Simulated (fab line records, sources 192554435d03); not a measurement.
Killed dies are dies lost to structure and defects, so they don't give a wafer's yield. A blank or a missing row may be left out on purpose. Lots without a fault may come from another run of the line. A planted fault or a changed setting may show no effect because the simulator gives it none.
Chamber matching | flow n5_finfet | N5_BEOL_M6_ETCH_61 on rie_diel-04: 4 sister chambers
The step etches SiARC in CF4, target depth 45.5 nm, time 75.8 s. 27 wafers are shown with their chamber, then 12 later ones without.

WAFERS WITH THEIR CHAMBER
wafer  | chamber | drypump_motor_current_A (A) | showerhead_plenum_p_Torr (Torr) | throttle_valve_pct (%)
L074.2 | 2       | 6.4                         | 2.04                            | 15.59
L074.3 | 0       | 6.2                         | 2.08                            | 15.62
L074.4 | 3       | 5.7                         | 2.14                            | 15.97
L077.2 | 3       | 5.7                         | 2.14                            | 15.99
L077.5 | 0       | 6.1                         | 2.08                            | 15.63
L077.6 | 3       | 5.7                         | 2.14                            | 15.99
L079.3 | 0       | 6.1                         | 2.08                            | 15.65
L079.5 | 2       | 6.4                         | 2.04                            | 15.63
L079.6 | 1       | 5.4                         | 2.16                            | 15.58
L083.4 | 2       | 6.4                         | 2.04                            | 15.64
L083.5 | 0       | 6.1                         | 2.08                            | 15.65
L083.6 | 3       | 5.6                         | 2.14                            | 16.02
L082.1 | 2       | 6.4                         | 2.04                            | 15.66
L082.2 | 3       | 5.6                         | 2.14                            | 16.01
L082.4 | 0       | 6.1                         | 2.08                            | 15.64
L086.1 | 1       | 5.4                         | 2.15                            | 15.61
L086.2 | 2       | 6.4                         | 2.03                            | 15.65
L086.4 | 3       | 5.6                         | 2.13                            | 16.04
L087.2 | 2       | 6.4                         | 2.03                            | 15.66
L087.3 | 0       | 6.1                         | 2.07                            | 15.67
L087.6 | 1       | 5.4                         | 2.15                            | 15.63
L088.1 | 2       | 6.4                         | 2.03                            | 15.66
L088.2 | 3       | 5.6                         | 2.13                            | 16.05
L088.4 | 0       | 6.1                         | 2.07                            | 15.68
L091.1 | 1       | 5.4                         | 2.15                            | 15.62
L091.3 | 0       | 6.1                         | 2.07                            | 15.69
L091.4 | 2       | 6.4                         | 2.03                            | 15.68

SIGNATURES (means of the wafers above)
reading                  | chamber 0 | chamber 1 | chamber 2 | chamber 3 | scatter within a chamber
drypump_motor_current_A  | 6.112     | 5.400     | 6.400     | 5.643     | 0.0336
showerhead_plenum_p_Torr | 2.0762    | 2.1525    | 2.0350    | 2.1371    | 0.00513
throttle_valve_pct       | 15.6538   | 15.6100   | 15.6463   | 16.0100   | 0.0262
Rule: a wafer's distance from a chamber is the root of the sum, over the readings, of the square of ((its reading less the chamber's mean) divided by the reading's scatter). The wafer belongs to the nearest chamber; if the next one is less than 2 further off, it can't be placed. The scatter: the root of (the sum of the squares of (reading less its chamber's mean) over the shown wafers, divided by (wafers less chambers)).

WAFERS WITHOUT THEIR CHAMBER
wafer  | drypump_motor_current_A (A) | showerhead_plenum_p_Torr (Torr) | throttle_valve_pct (%)
L089.1 | 6.1                         | 2.07                            | 15.70
L089.4 | 6.4                         | 2.03                            | 15.66
L089.6 | 5.4                         | 2.15                            | 15.64
L092.2 | 5.7                         | 2.13                            | 16.07
L092.4 | 5.4                         | 2.15                            | 15.63
L092.6 | 6.4                         | 2.03                            | 15.68
L094.2 | 6.4                         | 2.03                            | 15.68
L094.3 | 5.6                         | 2.13                            | 16.08
L094.5 | 6.3                         | 2.03                            | 15.68
L097.2 | 6.1                         | 2.06                            | 15.72
L097.3 | 6.4                         | 2.03                            | 15.71
L097.6 | 5.4                         | 2.14                            | 15.66

WHICH CHAMBER EACH WENT THROUGH
wafer  | from the rows above | in truth
L089.1 | 0                   | 0
L089.4 | 2                   | 2
L089.6 | 1                   | 1
L092.2 | 3                   | 3
L092.4 | 1                   | 1
L092.6 | 2                   | 2
L094.2 | 2                   | 2
L094.3 | 3                   | 3
L094.5 | 2                   | 2
L097.2 | 0                   | 0
L097.3 | 2                   | 2
L097.6 | 1                   | 1
Placed correctly: 12 of 12. Can't be placed from these rows: 0. Placed wrongly: 0.
